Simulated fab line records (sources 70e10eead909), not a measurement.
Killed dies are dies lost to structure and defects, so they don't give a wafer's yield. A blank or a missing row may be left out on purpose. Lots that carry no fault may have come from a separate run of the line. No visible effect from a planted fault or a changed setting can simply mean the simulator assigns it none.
Comparing a struck lot with a sound one / flow nand-harc / 15 steps out of a route of 1302
Sound: these wafers, L974.1, L974.2, L974.4. Struck: wafer L981.5 (left out: L981.2, L981.6 of the same lot, which were not struck); the cause appears at the end.
Per side, at each step with rows, come the tool, then ch with its chambers, and then its first start. Under that, the readings that differ: sound wafers / struck wafers / difference of the means / sigmas: that difference in standard deviations of wafers without a fault.
alike: same words and numbers on both sides, and readings whose means sit less than 2 such deviations apart. not compared: any withheld reading, any reading some wafer has no value for, any bound like >300 that may hide the same value, and any number with overlapping values for which the record gives no deviation.
The two part at a step that has a row with sigmas, a row that says differs or no value, or rows on one side only. Non-overlapping numbers with no deviation appear without sigmas and do not part them. A reading missing from all wafers of one side parts the sides only when that side holds two or more wafers.

NHARC_A_CHANNEL_FILL_D2_ALD_15: deposits SiNx, target thk 2 nm, pulse time 60 s, ald cycles 19.
  sound on ald-sin-batch-01 ch 0; struck on ald-sin-batch-03 ch 0
  alike: precursor-pulse-height-rel
  not compared: ald-cycles
NHARC_A_CHANNEL_FILL_D2_ALD_16: deposits SiO2, target thk 1.5 nm, pulse time 10 s, ald cycles 15.
  sound on ald-hk-04 ch 0,2,3, day 15 12:43; struck on ald-hk-01 ch 1, day 18 19:44
reading=precursor-pulse-height-rel; sound=0.960 1.020 1.002; struck=1.046; difference=+0.052; sigmas=+3
  alike: heater-power-w
  not compared: ald-cycles, since-wet-clean-h
then, 2 steps without rows for these wafers: NHARC_A_CHANNEL_FILL_D2_ANNEAL_17 (time 1800 s); NHARC_A_CHANNEL_FILL_D2_CVD_18 (deposits poly-Si, target thk 3 nm).
NHARC_A_CHANNEL_FILL_D2_ETCHBACK_19: etches the open film in HBr/Cl2, target depth 5 nm, time 1.7 s.
  sound on rie-si-05 ch 0,1,2, day 16 00:27; struck on rie-si-05 ch 1, day 19 07:41
  alike: bias-w, chamber-pressure-mTorr, drypump-motor-current-A, oes-product-au, throttle-valve-pct
  not compared: rf-hours-counter-h
then, 1 step without rows for these wafers: NHARC_A_CHANNEL_FILL_D2_ETCHBACK_20 (etches the open film in C4F8/O2/Ar, target depth 27 nm, time 13.5 s).
NHARC_A_CHANNEL_FILL_D2_STRIP_28: strips in O2, time 20 s.
  sound on rie-diel-12 ch 0,1,2, day 16 00:40; struck on rie-diel-12 ch 0, day 19 07:54
reading=chamber-pressure-mTorr (mTorr); sound=59.92 60.02 59.97; struck=60.09; difference=+0.12; sigmas=+2
  alike: drypump-motor-current-A, oes-product-au, rf-vpp-V, showerhead-plenum-p-Torr, throttle-valve-pct
  not compared: rf-hours-counter-h
then, 4 steps without rows for these wafers: NHARC_A_CHANNEL_FILL_D2_PRECLEAN_21 (cleans in dHF, time 30 s); NHARC_A_CHANNEL_FILL_D2_SRD_23; NHARC_A_CHANNEL_FILL_D2_CVD_05 (deposits poly-Si, target thk 5 nm); NHARC_A_CHANNEL_FILL_D2_ANNEAL_22 (time 7200 s).
NHARC_A_CHANNEL_FILL_D2_THK_MEAS_06: measures by ellipsometry.
  sound on film-metro-02, day 16 12:21; struck on film-metro-01, day 19 19:36
  alike: thk-nm
NHARC_A_CHANNEL_FILL_D2_ALD_25: deposits SiOx, target thk 60 nm, pulse time 10 s, ald cycles 600.
  sound on ald-hk-04 ch 0,2,3, day 16 13:20; struck on ald-hk-02 ch 3, day 19 22:07
reading=ald-cycles; sound=600 600 600; struck=622; difference=+22; sigmas=
reading=heater-power-w (W); sound=527 448 447; struck=396; difference=-78; sigmas=-2
  alike: precursor-pulse-height-rel
  not compared: since-wet-clean-h
NHARC_A_CHANNEL_FILL_D2_ETCHBACK_08: etches the open film in C4F8, target depth 220 nm, time 110 s.
  sound on rie-diel-05 ch 0,1,2; struck on rie-diel-05 ch 0
  alike: chamber-pressure-mTorr, oes-product-au, rf-vpp-V
  not compared: rf-hours-counter-h
-- break in the record here, with 9 days between the starts of the struck wafers on either side (left off in module A_CHANNEL_FILL_D2, picked up again in module END, where the first step shown is number 1302 on the route) --
NHARC_END_SORT_01:
  only the struck wafers appear in the record here, on prober-02 ch 0 at day 29 06:55; the sound ones have no rows

## WHERE THEY PART
Last at NHARC_END_SORT_01 as far as this record goes, first at NHARC_A_CHANNEL_FILL_D2_ALD_16.

WHY: whatever the simulator had introduced
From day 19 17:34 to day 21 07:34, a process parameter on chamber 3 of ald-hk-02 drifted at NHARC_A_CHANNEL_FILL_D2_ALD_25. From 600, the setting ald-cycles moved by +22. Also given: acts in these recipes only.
